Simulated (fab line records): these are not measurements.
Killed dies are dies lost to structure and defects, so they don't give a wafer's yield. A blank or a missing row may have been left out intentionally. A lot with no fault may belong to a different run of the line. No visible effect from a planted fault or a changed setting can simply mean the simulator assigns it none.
fab line records    flow n5-finfet
record: lots: 9  wafers: 26  last-day: 18
route steps=1938 shown BEOL_M2@854 BEOL_M4@1111 PASSIVATION@1936
lots that met no fault: taken from a fault-free run of the same line
start-h: start of the lot's first displayed wafer, in hours after the record's first day    wait-h: hours since the lot's step before    " same as the row above    L1.1+2: a row that stands for several wafers    - no value present, or no start provided    * or withheld: withheld    < > ~ a bound
route shown NAME@n: NAME is a module with steps in the file, n the number in the route of the first one    usual: average and standard deviation across the fault-free wafers    same: alike in all rows    chamber/n: place in a boat    sites: each site's reading    _std_site: standard deviation of those values    _edge_site: inner sites' mean taken away from outer sites' mean    radius-mm: how far each site lies from the wafer's centre    mask NAME#n: copy n    behind: the most recent tool/chamber to have shaped the wafer    hold: the reason the lot was held/the length of the hold in hours/how it ended    device: the transistor (n, p or np) that didn't switch    end of line: the same wafers' tests at the end of the route    a step given without rows: its recipe and nothing more    killed: at the first sort, the dies lost to defects and structure; wafer yield is something else    map: a wafer's dies, marking killed ones x, the rest . and places with no die _
set.NAME: the setting that was run; set.NAME@STEP: the one run at that earlier step    model.NAME: the simulator's own value behind a step, which no gauge read
a sample of lots followed through the steps of the route, with each step as a table and each wafer as a row
services: from which hour (start-h, from the record's first day; less than 0 if before it) a tool's chamber was out of use, for how many hours, and why
== steps ==
step: N5_BEOL_M2_CD_MEAS_11
recipe: target-cd-nm: 16.79  landing-energy-ev: 500  detector: se-inlens  polarity: opening
usual: cd-nm: 16.9/0.32
lot.wafer  tool       chamber  start-h  wait-h  cd-nm
L218.1     cd-sem-03  0        137.77   -       16.5
L218.4     "          0        "        "       16.8
L218.6     "          0        "        "       16.7
L222.2     cd-sem-01  0        161.47   -       16.9
L222.3     "          0        "        "       16.5
L222.5     "          0        "        "       16.6
L221.2     cd-sem-02  0        171.44   -       17.1
L221.6     "          0        "        "       17.3
L223.1     cd-sem-03  0        171.61   -       16.7
L223.5     "          0        "        "       17.1
L223.6     "          0        "        "       16.7
L226.2     cd-sem-03  0        179.00   -       16.7
L226.3     "          0        "        "       16.5
L226.4     "          0        "        "       17.3
L228.3     cd-sem-01  0        196.63   -       17.3
L228.4     "          0        "        "       16.8
L228.6     "          0        "        "       16.7
L231.2     cd-sem-02  0        212.18   -       16.6
L231.5     "          0        "        "       17.1
L231.6     "          0        "        "       17.2
L241.2     cd-sem-02  0        273.60   -       17.0
L241.3     "          0        "        "       16.8
L241.6     "          0        "        "       16.7
L240.4     cd-sem-03  0        276.58   -       16.6
L240.5     "          0        "        "       16.6
L240.6     "          0        "        "       16.7
step: N5_BEOL_M2_ETCH_64
recipe: chemistry: N2/H2  target: SOC  target-depth-a: 750  overetch-a: 225  mask-material: SiARC  temp-c: 40  time-s: 121.9  ion-energy-ev: 200  pressure-mtorr: 30  source-w: 840  bias-w: 150  n2-flow-sccm: 200  h2-flow-sccm: 200
usual: drypump-motor-current-A: 5.9/0.42  oes-product-au: 0.60/0.058  rf-vpp-V: 524.5/2.9  showerhead-plenum-p-Torr: 2.57/0.11  throttle-valve-pct: 17.80/0.25
lot.wafer  tool         chamber  start-h  wait-h  drypump-motor-current-A  oes-product-au  rf-hours-counter-h  rf-vpp-V  showerhead-plenum-p-Torr  throttle-valve-pct
L218.1     rie-diel-02  2        138.12   0.0     5.9                      0.54            225                 522.8     2.49                      17.62
L218.4     "            3        "        "       6.8                      0.52            -                   522.5     2.50                      18.19
L218.6     "            0        "        "       5.8                      0.56            -                   520.5     2.42                      17.57
L222.2     rie-diel-04  2        162.05   0.0     6.0                      0.64            68                  526.3     2.68                      17.77
L222.3     "            3        "        "       5.8                      0.52            240                 518.9     2.41                      17.55
L222.5     "            1        "        "       5.8                      0.54            -                   526.4     2.60                      17.92
L221.2     rie-diel-04  0        172.50   0.0     5.9                      0.67            38                  529.9     2.71                      18.11
L221.6     "            0        "        "       5.9                      0.66            -                   527.7     2.71                      18.12
L223.1     rie-diel-04  0        172.83   0.0     5.9                      0.67            38                  528.6     2.71                      18.10
L223.5     "            3        "        "       5.8                      0.53            -                   520.7     2.40                      17.57
L223.6     "            0        "        "       5.9                      0.67            -                   528.0     2.71                      18.10
L226.2     rie-diel-06  0        179.20   0.0     6.4                      0.58            134                 523.6     2.56                      17.76
L226.3     "            2        "        "       4.9                      0.55            215                 522.0     2.53                      18.03
L226.4     "            2        "        "       4.9                      0.55            -                   523.6     2.53                      18.04
L228.3     rie-diel-04  1        197.06   0.0     5.8                      0.71            4                   525.4     2.60                      17.53
L228.4     "            0        "        "       5.9                      0.66            -                   528.7     2.71                      18.12
L228.6     "            2        "        "       6.0                      0.62            -                   529.1     2.67                      17.80
L231.2     rie-diel-02  3        212.38   0.0     6.8                      0.51            245                 523.5     2.49                      18.23
L231.5     "            3        "        "       6.8                      0.51            -                   523.1     2.49                      18.25
L231.6     "            1        "        "       6.3                      0.62            -                   524.7     2.57                      17.67
L241.2     rie-diel-06  2        273.82   0.0     4.9                      0.54            249                 521.6     2.51                      18.08
L241.3     "            0        "        "       6.4                      0.55            169                 523.3     2.55                      17.83
L241.6     "            3        "        "       6.4                      0.57            -                   527.3     2.65                      17.93
L240.4     rie-diel-04  3        276.78   0.0     5.8                      0.69            23                  529.4     2.71                      17.17
L240.5     "            0        "        "       5.9                      0.64            -                   526.9     2.70                      18.16
L240.6     "            3        "        "       5.8                      0.68            -                   527.6     2.71                      17.17
step: N5_BEOL_M2_STRIP_19
recipe: chemistry: O2  power-w: 400  temp-c: 40  pressure-mtorr: 30  rf-frequency-hz: 6e+07  bias-power-w: 0  overash-fraction: 0.2  o2-flow-sccm: 225
usual: drypump-motor-current-A: 6.0/0.44  o2-flow-sccm: 225.0/0.66  oes-product-au: 0.79/0.091  rf-vpp-V: 3.6/0.48  showerhead-plenum-p-Torr: 2.11/0.074  throttle-valve-pct: 16.63/0.21
lot.wafer  tool         chamber  start-h  wait-h  drypump-motor-current-A  o2-flow-sccm  oes-product-au  rf-hours-counter-h  rf-vpp-V  showerhead-plenum-p-Torr  throttle-valve-pct
L218.1     rie-diel-02  2        138.41   0.1     5.9                      224.3         0.71            225                 4.2       2.06                      16.69
L218.4     "            2        "        "       5.8                      224.2         0.71            -                   5.0       2.06                      16.70
L218.6     "            3        "        "       6.8                      225.1         0.70            -                   3.4       2.06                      17.05
L222.2     rie-diel-04  1        162.35   0.1     5.9                      225.0         0.70            248                 4.1       2.14                      16.83
L222.3     "            2        "        "       5.9                      225.1         0.84            68                  3.9       2.20                      16.55
L222.5     "            1        "        "       5.8                      225.1         0.70            -                   4.3       2.14                      16.83
L221.2     rie-diel-06  2        172.90   0.2     4.9                      224.8         0.72            211                 3.5       2.09                      16.75
L221.6     "            2        "        "       4.9                      224.9         0.71            -                   3.6       2.09                      16.76
L223.1     rie-diel-06  1        173.12   0.1     5.8                      226.2         0.82            86                  3.6       2.04                      16.52
L223.5     "            0        "        "       6.4                      224.5         0.75            -                   4.2       2.10                      16.43
L223.6     "            1        "        "       5.8                      226.0         0.82            -                   3.9       2.04                      16.51
L226.2     rie-diel-02  2        179.48   0.1     5.8                      224.2         0.70            238                 4.4       2.06                      16.72
L226.3     "            0        "        "       5.8                      224.9         0.73            178                 4.0       2.02                      16.67
L226.4     "            3        "        "       6.8                      224.6         0.70            233                 3.0       2.05                      17.10
L228.3     rie-diel-04  0        197.43   0.1     5.9                      225.4         0.86            49                  3.6       2.21                      16.73
L228.4     "            2        "        "       6.0                      226.2         0.82            -                   3.9       2.19                      16.57
L228.6     "            0        "        "       5.9                      224.6         0.87            -                   3.2       2.21                      16.73
L231.2     rie-diel-02  1        212.66   0.1     6.3                      224.4         0.83            70                  4.1       2.13                      16.66
L231.5     "            3        "        "       6.8                      225.0         0.68            -                   3.0       2.05                      17.11
L231.6     "            0        "        "       5.8                      224.3         0.71            -                   3.9       2.01                      16.71
L241.2     rie-diel-04  3        274.10   0.1     5.8                      225.0         0.92            22                  4.0       2.24                      16.10
L241.3     "            0        "        "       5.9                      224.4         0.84            73                  3.7       2.20                      16.77
L241.6     "            3        "        "       5.8                      225.5         0.93            -                   3.7       2.24                      16.12
L240.4     rie-diel-02  3        277.06   0.1     6.8                      225.4         0.95            7                   3.5       2.04                      16.60
L240.5     "            0        "        "       5.8                      223.7         0.69            -                   3.1       2.01                      16.75
L240.6     "            3        "        "       6.8                      225.4         0.96            -                   3.2       2.04                      16.60
step: N5_BEOL_M2_ETCHBACK_99
recipe: chemistry: CHF3  target: SiO2  target-depth-a: 50  time-s: 10.4  source-w: 215  bias-w: 47  Ar_flow_sccm: 200  CHF3_flow_sccm: 12  ion-energy-ev: 100  pressure-mtorr: 30
usual: CHF3_flow_sccm: 12.00/0.035  bias-w: 46.99/0.14  drypump-motor-current-A: 5.9/0.33  oes-product-au: 0.80/0.091  rf-vpp-V: 239/4.5  showerhead-plenum-p-Torr: 2.18/0.087  throttle-valve-pct: 16.97/0.21
lot.wafer  tool         chamber  start-h  wait-h  CHF3_flow_sccm  bias-w  drypump-motor-current-A  oes-product-au  rf-hours-counter-h  rf-vpp-V  showerhead-plenum-p-Torr  throttle-valve-pct
L218.1     rie-diel-04  3        143.38   4.2     11.94           47.10   5.8                      0.70            233                 235       2.04                      16.89
L218.4     "            0        "        "       11.97           46.92   5.9                      0.91            23                  241       2.25                      16.97
L218.6     "            0        "        "       12.03           46.97   5.9                      0.90            -                   240       2.25                      16.97
L222.2     rie-diel-04  2        171.17   7.6     12.06           47.13   6.0                      0.83            73                  237       2.26                      16.97
L222.3     "            3        "        "       11.93           47.24   5.8                      0.68            246                 233       2.04                      16.92
L222.5     "            0        "        "       12.01           46.88   5.9                      0.88            -                   239       2.25                      16.98
L221.2     rie-diel-02  3        177.56   3.5     12.02           46.85   6.8                      0.67            232                 249       2.12                      17.58
L221.6     "            0        "        "       12.03           46.86   5.8                      0.72            -                   237       2.03                      16.81
L223.1     rie-diel-04  3        178.11   3.7     11.99           47.01   5.9                      0.68            250                 233       2.04                      16.94
L223.5     "            2        "        "       11.90           46.95   5.9                      0.82            -                   237       2.26                      16.98
L223.6     "            0        "        "       12.00           47.01   5.9                      0.86            -                   240       2.25                      16.99
L226.2     rie-diel-04  3        181.03   0.3     12.01           46.91   5.8                      0.68            251                 234       2.04                      16.93
L226.3     "            0        "        "       11.96           47.29   5.9                      0.86            42                  239       2.25                      16.99
L226.4     "            3        "        "       12.01           47.15   5.8                      0.68            -                   234       2.04                      16.92
L228.3     rie-diel-02  2        199.22   0.8     12.05           47.08   5.9                      0.69            244                 240       2.15                      17.30
L228.4     "            3        "        "       11.99           46.85   6.8                      0.66            239                 249       2.12                      17.59
L228.6     "            3        "        "       11.99           47.05   6.8                      0.67            -                   250       2.12                      17.58
L231.2     rie-diel-06  1        221.64   8.3     12.00           46.72   5.8                      0.78            105                 239       2.08                      16.90
L231.5     "            3        "        "       12.03           47.25   6.4                      0.76            -                   247       2.23                      16.94
L231.6     "            0        "        "       12.03           47.09   6.4                      0.74            -                   241       2.16                      16.91
L240.4     rie-diel-02  3        280.93   3.2     -               -       -                        -               -                   -         -                         -
L240.5     "            0        "        "       -               -       -                        -               -                   -         -                         -
L240.6     "            1        "        "       -               -       -                        -               -                   -         -                         -
L241.2     rie-diel-04  3        280.97   5.4     -               -       -                        -               -                   -         -                         -
L241.3     "            2        "        "       -               -       -                        -               -                   -         -                         -
L241.6     "            2        "        "       -               -       -                        -               -                   -         -                         -
step: N5_BEOL_M4_RC_MEAS_101
usual: DIBL_N: 37.2/2.5  DIBL_P: 38/3  IOFF_N: 0.17/0.044  IOFF_P: 0.24/0.059  ION_N: 667/13  ION_P: 461/7.9  SS_N: 71.8/0.86  SS_P: 73.6/0.92  VT_N: 250/4.1  VT_P: -249/3.9
lot.wafer  tool       chamber  start-h  wait-h  DIBL_N[mV/V]  DIBL_P[mV/V]  IOFF_N[nA/um]  IOFF_P[nA/um]  ION_N[uA/um]  ION_P[uA/um]  SS_N[mV/dec]  SS_P[mV/dec]  VT_N[mV]  VT_P[mV]
L218.1     prober-01  0        175.16   0.0     39.1          38            0.18           0.21           668           455           71.8          73.7          252       -252
L218.4     "          0        "        "       36.4          37            0.15           0.22           665           457           71.4          73.9          250       -252
L218.6     "          0        "        "       34.9          35            0.12           0.18           660           452           71.3          73.1          252       -254
L222.2     prober-02  0        203.60   0.2     34.7          33            0.10           0.17           654           462           71.3          72.4          255       -251
L222.3     "          0        "        "       39.1          39            0.18           0.26           679           463           71.7          73.6          247       -244
L222.5     "          0        "        "       39.5          41            0.21           0.29           683           467           72.2          74.7          244       -244
L221.2     prober-01  0        211.06   0.2     35.1          35            0.12           0.19           652           454           72.0          72.7          254       -250
L221.6     "          0        "        "       40.2          42            0.23           0.34           677           461           73.0          75.4          245       -245
L223.1     prober-01  0        212.72   0.0     38.4          38            0.17           0.24           684           465           71.6          74.1          251       -251
L223.5     "          0        "        "       37.4          38            0.16           0.23           667           460           72.3          73.9          254       -250
L223.6     "          0        "        "       39.7          40            0.20           0.29           682           475           72.5          74.6          248       -246
L226.2     prober-02  0        216.51   0.2     38.5          38            0.18           0.27           677           480           71.3          73.6          249       -244
L226.3     "          0        "        "       37.5          37            0.15           0.23           658           460           71.7          73.5          252       -247
L226.4     "          0        "        "       37.5          36            0.16           0.22           670           459           71.0          73.3          247       -246
L228.3     prober-01  0        233.36   0.3     38.9          40            0.23           0.27           681           462           73.0          74.5          246       -250
L228.4     "          0        "        "       35.6          37            0.16           0.22           665           454           72.6          73.7          251       -251
L228.6     "          0        "        "       34.8          35            0.14           0.18           657           449           71.6          72.8          254       -253
L231.2     prober-02  0        253.90   0.2     34.6          37            0.16           0.22           666           461           71.6          72.7          248       -247
L231.5     "          0        "        "       36.5          40            0.19           0.27           681           469           71.9          73.8          246       -246
L231.6     "          0        "        "       36.0          38            0.18           0.22           671           461           71.8          74.0          247       -251
step: N5_PASSIVATION_PROBE_49
usual: defect-limited-yield: 91.5/1.4  killed_at_M0_to_M3: 32/11  killed_at_M4_up: 12/4.4  killed-at-contacts: 13/6.1  killed-at-front-end: 39/12  killed-at-other: 3.9/3  killed-dies: 100/17  killed-on-rim: 13/3.9  killed-open: 66/12  killed-short: 33/7.4  sort_bin_5_function: 5.0/0.95  sort_bin_6_memory: 3.2/0.66  sort_bin_8_speed: 0.0/0.33  sort-n-pass: 1079/17  sort-yield-pct: 91.4/1.5
same: gross-dies: 1180  killed-at-back-side: 0  sort_bin_4_leakage[%]: 0
lot.wafer  tool       chamber  start-h  wait-h  defect-limited-yield[%]  killed_at_M0_to_M3  killed_at_M4_up  killed-at-contacts  killed-at-front-end  killed-at-other  killed-dies  killed-on-rim  killed-open  killed-short  sort_bin_5_function[%]  sort_bin_6_memory[%]  sort_bin_8_speed[%]  sort-n-pass  sort-yield-pct[%]
L218.1     prober-02  -        283.00   0.0     91.5                     30                  16               19                  28                   7                100          11             68           31            5.1                     3.2                   0                    1080         91.5
L218.4     prober-02  -        283.15   0.2     90.8                     24                  13               23                  46                   3                109          16             80           29            5.8                     3.4                   0                    1071         90.8
L218.6     prober-02  -        283.25   0.3     89.7                     37                  15               26                  39                   4                121          16             78           35            5.7                     3.6                   0                    1059         89.7
L222.2     prober-02  -        309.98   0.1     90.3                     35                  17               11                  50                   2                115          9              69           43            5.7                     3.6                   0.1                  1065         90.3
L222.3     prober-02  -        310.03   0.1     91.5                     19                  15               19                  43                   4                100          11             58           38            4.8                     3.4                   0                    1080         91.5
L222.5     prober-02  -        310.13   0.2     92.7                     19                  10               20                  34                   3                86           14             59           23            4.1                     3.0                   0                    1094         92.7
L226.2     prober-02  -        332.03   0.1     90.8                     36                  13               19                  35                   6                109          15             64           45            5.1                     3.5                   0                    1071         90.8
L226.3     prober-02  -        332.08   0.1     90.3                     23                  13               13                  59                   6                114          13             68           42            5.3                     3.7                   0                    1066         90.3
L226.4     prober-02  -        332.13   0.2     93.1                     18                  6                10                  46                   2                82           8              46           36            3.6                     3.1                   0                    1098         93.1
L231.2     prober-02  -        349.30   0.1     93.8                     24                  7                6                   36                   0                73           8              44           26            4.2                     1.6                   0                    1107         93.8
L231.5     prober-02  -        349.45   0.2     91.6                     38                  22               5                   32                   2                99           13             53           44            4.5                     3.5                   0                    1081         91.6
L231.6     prober-02  -        349.50   0.3     93.3                     22                  11               10                  35                   1                79           7              48           31            3.6                     2.8                   0                    1101         93.3
L241.2     prober-02  -        422.30   0.1     0                        1108                8                16                  40                   8                1180         152            68           22            96.3                    3.5                   0                    0            0
L241.3     prober-02  -        422.35   0.1     0                        1096                10               12                  52                   10               1180         152            74           44            96.4                    3.3                   0                    0            0
L241.6     prober-02  -        422.50   0.3     0                        1103                14               12                  36                   15               1180         152            62           32            96.9                    3.1                   0                    0            0
L240.4     prober-01  -        432.62   0.2     0                        1103                8                14                  46                   9                1180         152            76           29            95.8                    3.6                   0                    0            0
L240.5     prober-01  -        432.67   0.2     0                        1105                13               10                  47                   5                1180         152            72           42            96.0                    3.4                   0                    0            0
L240.6     prober-01  -        432.72   0.3     0                        1092                5                22                  54                   7                1180         152            84           39            95.5                    4.2                   0                    0            0
killed by level:class
L218.1 MOL_CONTACT_COAG:geometric-particle:open=14 FIN_SAQP:geometric-particle:open=8 BEOL_M0_SAQP:geometric-particle:open=8 MOL_CONTACT_COAG:geometric-particle:short=5 STI_FIN_REVEAL:geometric-particle:open=5 BEOL_M2:geometric-particle:open=5 BEOL_M3:geometric-particle:open=5 FIN_SAQP:geometric-particle:short=4
L218.4 MOL_CONTACT_COAG:geometric-particle:open=22 STI_FIN_REVEAL:geometric-particle:open=16 BEOL_M1:geometric-particle:open=7 FIN_SAQP:geometric-particle:open=6 BEOL_M2:geometric-particle:open=6 FIN_SAQP:geometric-particle:short=5 ILD0:geometric-particle:short=5 ILD0:geometric-particle:open=4
L218.6 MOL_CONTACT_COAG:geometric-particle:open=20 BEOL_M0_SAQP:geometric-particle:open=11 BEOL_M2:geometric-particle:open=9 BEOL_M0_SAQP:geometric-particle:short=8 HKMG_FIN:area-etch=8 GATE_CUT:geometric-particle:open=6 MOL_CONTACT_COAG:geometric-particle:short=6 FIN_SAQP:geometric-particle:open=5
L222.2 FIN_SAQP:geometric-particle:open=19 BEOL_M0_SAQP:geometric-particle:short=11 FIN_SAQP:geometric-particle:short=10 MOL_CONTACT_COAG:geometric-particle:open=7 BEOL_M2:geometric-particle:open=6 DUMMY_GATE:geometric-particle:open=5 BEOL_M0_SAQP:geometric-particle:open=5 BEOL_M3:geometric-particle:open=5
L222.3 FIN_SAQP:geometric-particle:open=14 MOL_CONTACT_COAG:geometric-particle:open=13 BEOL_M0:geometric-particle:open=5 BEOL_M5:geometric-particle:short=5 STI_FIN_REVEAL:geometric-particle:open=4 BEOL_M0_SAQP:geometric-particle:short=4 DUMMY_GATE:geometric-particle:open=4 ILD0:geometric-particle:short=4
L222.5 MOL_CONTACT_COAG:geometric-particle:open=18 FIN_SAQP:geometric-particle:open=10 FIN_SAQP:geometric-particle:short=8 STARTING-WAFER:geometric-particle:open=6 BEOL_M0_SAQP:geometric-particle:open=5 DUMMY_GATE:geometric-particle:open=4 BEOL_M4:geometric-particle:open=4 BEOL_M0_SAQP:geometric-particle:short=3
L226.2 MOL_CONTACT_COAG:geometric-particle:open=16 BEOL_M0_SAQP:geometric-particle:short=11 STI_FIN_REVEAL:geometric-particle:open=9 FIN_SAQP:geometric-particle:short=8 BEOL_M0_SAQP:geometric-particle:open=8 BEOL_M2:geometric-particle:open=6 BEOL_M3:geometric-particle:short=5 BEOL_M5:geometric-particle:open=5
L226.3 STI_FIN_REVEAL:geometric-particle:open=15 MOL_CONTACT_COAG:geometric-particle:open=11 FIN_SAQP:geometric-particle:short=9 BEOL_M0_SAQP:geometric-particle:short=9 FIN_SAQP:geometric-particle:open=7 BEOL_M4:geometric-particle:open=7 STI_FIN_REVEAL:geometric-particle:short=5 GATE_CUT:geometric-particle:short=5
L226.4 FIN_SAQP:geometric-particle:short=8 MOL_CONTACT_COAG:geometric-particle:open=7 FIN_SAQP:geometric-particle:open=6 STI_FIN_REVEAL:geometric-particle:open=6 STI_FIN_REVEAL:geometric-particle:short=5 BEOL_M0_SAQP:geometric-particle:short=5 STARTING-WAFER:geometric-particle:open=4 BEOL_M1:geometric-particle:open=4
L231.2 STI_FIN_REVEAL:geometric-particle:open=7 BEOL_M3:geometric-particle:open=7 FIN_SAQP:geometric-particle:short=6 MOL_CONTACT_COAG:geometric-particle:open=5 STARTING-WAFER:geometric-particle:short=5 GATE_CUT:geometric-particle:short=4 BEOL_M1:geometric-particle:open=4 BEOL_M2:geometric-particle:open=4
L231.5 BEOL_M0_SAQP:geometric-particle:short=14 BEOL_M0_SAQP:geometric-particle:open=11 BEOL_M1:geometric-particle:open=8 BEOL_M4:geometric-particle:open=8 GATE_CUT:geometric-particle:short=5 GATE_CUT:geometric-particle:open=5 BEOL_M4:geometric-particle:short=5 STI_FIN_REVEAL:geometric-particle:open=4
L231.6 FIN_SAQP:geometric-particle:short=10 BEOL_M2:geometric-particle:open=7 MOL_CONTACT_COAG:geometric-particle:open=7 BEOL_M4:geometric-particle:open=6 DUMMY_GATE:geometric-particle:open=4 STARTING-WAFER:geometric-particle:open=4 STI_FIN_REVEAL:geometric-particle:open=3 DUMMY_GATE:geometric-particle:short=3
L241.2 BEOL_M2:area-etchback=1087 MOL_CONTACT_COAG:geometric-particle:open=14 FIN_SAQP:geometric-particle:open=10 DUMMY_GATE:geometric-particle:open=7 GATE_CUT:geometric-particle:open=6 BEOL_M1:geometric-particle:open=4 GATE_CUT:geometric-particle:short=4 BEOL_M2:geometric-particle:open=4
L241.3 BEOL_M2:area-etchback=1061 BEOL_M2:geometric-particle:open=9 DUMMY_GATE:geometric-particle:open=9 GATE_CUT:geometric-particle:open=9 GATE_CUT:geometric-particle:short=9 FIN_SAQP:geometric-particle:open=8 MOL_CONTACT_COAG:geometric-particle:open=8 BEOL_M0_SAQP:geometric-particle:short=8
L241.6 BEOL_M2:area-etchback=1085 MOL_CONTACT_COAG:geometric-particle:open=8 PASS1_CAP:geometric-particle:short=7 DUMMY_GATE:geometric-particle:open=6 GATE_CUT:geometric-particle:open=6 BEOL_M2:geometric-particle:open=5 BEOL_M4:geometric-particle:open=4 GATE_CUT:geometric-particle:short=4
L240.4 BEOL_M2:area-etchback=1075 FIN_SAQP:geometric-particle:open=19 MOL_CONTACT_COAG:geometric-particle:open=11 BEOL_M0:geometric-particle:open=6 BEOL_M0_SAQP:geometric-particle:short=5 BEOL_M0_SAQP:geometric-particle:open=5 FIN_SAQP:geometric-particle:short=4 DUMMY_GATE:geometric-particle:open=4
L240.5 BEOL_M2:area-etchback=1066 FIN_SAQP:geometric-particle:open=11 BEOL_M0_SAQP:geometric-particle:open=11 BEOL_M3:geometric-particle:open=9 GATE_CUT:geometric-particle:short=8 BEOL_M0_SAQP:geometric-particle:short=8 BEOL_M4:geometric-particle:open=8 MOL_CONTACT_COAG:geometric-particle:open=6
L240.6 BEOL_M2:area-etchback=1057 MOL_CONTACT_COAG:geometric-particle:open=16 BEOL_M2:geometric-particle:open=9 FIN_SAQP:geometric-particle:open=8 STI_FIN_REVEAL:geometric-particle:open=7 BEOL_M3:geometric-particle:open=7 MOL_CONTACT_COAG:geometric-particle:short=6 FIN_SAQP:geometric-particle:short=5
== services ==
tool         chamber  start-h  hours  kind
rie-diel-02  3        114.24   1.8    repair
rie-diel-04  -        137.64   1.0    repair
rie-diel-02  -        158.13   14.6   pm
rie-diel-04  1        166.78   -      clean
rie-diel-04  1        166.78   -      consumable-replace:focus-ring
rie-diel-04  1        166.78   21.4   scheduled-down
rie-diel-04  1        166.78   21.4   vent-cycle
rie-diel-04  3        188.31   -      clean
rie-diel-04  3        188.31   -      consumable-replace:focus-ring
rie-diel-04  3        188.31   -      consumable-replace:showerhead
rie-diel-04  3        188.31   15.4   scheduled-down
rie-diel-04  3        188.31   15.4   vent-cycle
rie-diel-06  2        189.17   6.4    repair
rie-diel-06  -        195.09   0.2    repair
rie-diel-02  2        211.37   -      clean
rie-diel-02  2        211.37   -      consumable-replace:focus-ring
rie-diel-02  2        211.37   23.8   scheduled-down
rie-diel-02  2        211.37   23.8   vent-cycle
rie-diel-02  3        235.38   -      clean
rie-diel-02  3        235.38   -      consumable-replace:focus-ring
rie-diel-02  3        235.38   20.2   scheduled-down
rie-diel-02  3        235.38   20.2   vent-cycle
rie-diel-06  2        274.97   -      clean
rie-diel-06  -        279.75   0.6    repair
== key ==
first-sign: step: N5_BEOL_M2_ETCHBACK_99  reading: tool-record  direction: missing
effect: step: N5_PASSIVATION_PROBE_49  reading: killed_at_M0_to_M3  direction: up  sigmas: 99+  usual: 32  struck: 1101
more-kills-born-at: N5_BEOL_M2_ETCHBACK_99@rie-diel-04: 3233  N5_BEOL_M2_ETCHBACK_99@rie-diel-02: 3198
met-at N5_BEOL_M2_ETCHBACK_99
struck-lots L240,L241
later-rows-left-out L240.4,L240.5,L240.6,L241.2,L241.3,L241.6
not-acting-at N5_BEOL_M2_CD_MEAS_11,N5_BEOL_M2_ETCH_64,N5_BEOL_M2_STRIP_19
onset-between 199.22 280.93
fault: kind: skipped-step-whole  tool: rie-diel-02,rie-diel-04  chamber: -  onset-h: 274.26  steps: N5_BEOL_M2_ETCHBACK_99  scope: struck-lots-only
later-rows-left-out: the simulator's readings of these wafers behind a module that went badly wrong aren't trusted and aren't shown, but for the sort
